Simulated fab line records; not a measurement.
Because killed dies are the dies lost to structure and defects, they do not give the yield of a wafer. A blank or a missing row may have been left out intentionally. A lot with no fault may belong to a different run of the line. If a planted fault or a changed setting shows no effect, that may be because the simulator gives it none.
Comparing a struck lot with a sound one | flow nand-harc | 14 out of 1159 route steps
Sound: wafers L390.2, L390.3, L390.5. Wafers struck: L378.3, L378.4, L378.6. The cause is named last.
Each step with rows lists, per side, the tool, then ch with its chambers, then its first start. Under that, the readings that differ: sound wafers | struck wafers | difference of the means | sigmas: that difference in standard deviations of wafers without a fault.
alike: words and numbers the same on both sides, and readings whose means are apart by under 2 such deviations; not compared: readings that were withheld, readings missing a value for some wafer, numbers with overlapping values and no deviation given by the record, and bounds like >300 which may hide the same value.
Wherever a step has rows on one side only, a row that says differs or no value, or a row with sigmas, the two part there. Numbers that don't overlap but have no deviation are shown without sigmas and don't part them. Lack of a reading on every wafer of one side parts them only where that side has two or more wafers.

NHARC_A_WL_FILL_STRIP_27: strips in N2/H2, time 20 s.
  sound on plasma-asher-01 ch 0,1, day 18 18:42; struck on plasma-asher-01 ch 0,1, day 15 14:16
  alike: drypump-motor-current-A, heater-power-w
  not compared: rf-hours-counter-h
then, 4 steps without rows for these wafers: NHARC_A_WL_FILL_STRIP_28 (strips in post etch residue remover, time 1200 s); NHARC_A_WL_FILL_PRECLEAN_06 (cleans in DIW, time 300 s); NHARC_A_WL_FILL_SRD_07; NHARC_A_WL_FILL_ANNEAL_08 (time 1800 s).
NHARC_A_WL_FILL_ALD_10: deposits SiO2, target thk 50 nm, pulse time 10 s, ald cycles 500.
  sound on ald-hk-03 ch 1,3, day 18 23:26; struck on ald-hk-03 ch 1,3, day 15 18:04
  alike: heater-power-w, precursor-pulse-height-rel
then, 1 step without rows for these wafers: NHARC_A_WL_FILL_ETCHBACK_16 (etches the open film in C4F8/O2/Ar, target depth 88 nm, time 17.6 s).
NHARC_A_WL_FILL_STRIP_29: strips in O2, time 20 s.
  sound on rie-diel-13 ch 0,2, day 19 03:43; struck on rie-diel-03 ch 1,2, day 15 22:17
  alike: drypump-motor-current-A, oes-product-au, rf-vpp-V, showerhead-plenum-p-Torr, throttle-valve-pct
  not compared: rf-hours-counter-h
NHARC_A_WL_FILL_ETCHBACK_17: etches the open film in Cl2/BCl3, target depth 4 nm, time 26.7 s.
  sound on rie-metal-01 ch 1, day 19 03:48; struck on rie-metal-01 ch 0,1, day 15 22:25
  alike: drypump-motor-current-A, oes-product-au
  not compared: rf-hours-counter-h
then, 2 steps without rows for these wafers: NHARC_A_WL_FILL_PRECLEAN_18 (cleans in dHF, time 30 s); NHARC_A_WL_FILL_SRD_21.
NHARC_A_WL_FILL_CVD_23: deposits poly-Si, target thk 40 nm, time 800 s.
  sound on lpcvd-poly-01 ch 0, day 19 06:37; struck on lpcvd-poly-02 ch 0, day 17 06:50
  alike: spike-tc-bottom-C
NHARC_A_WL_FILL_ETCHBACK_26: etches the open film in HBr, target depth 52 nm, time 13.3 s.
  sound on rie-si-01 ch 1,2, day 19 09:12; struck on rie-si-05 ch 0,1,2, day 17 09:26
  alike: drypump-motor-current-A, oes-product-au, throttle-valve-pct
  not compared: rf-hours-counter-h
-- the record jumps here: 4 days lie between the struck wafers' starts before and after (it left off in module A_WL_FILL and takes up again in module END, whose first step shown is number 1159 of the route) --
NHARC_END_SORT_01:
  sound on prober-01 ch 0, day 23 05:41; struck on prober-02 ch 0, day 20 22:43
  alike: killed-at-array, killed-at-other, killed-at-periphery, killed-dies, killed-open, killed-short

WHERE THEY PART
Nowhere in this record.

WHY: whatever the simulator had introduced
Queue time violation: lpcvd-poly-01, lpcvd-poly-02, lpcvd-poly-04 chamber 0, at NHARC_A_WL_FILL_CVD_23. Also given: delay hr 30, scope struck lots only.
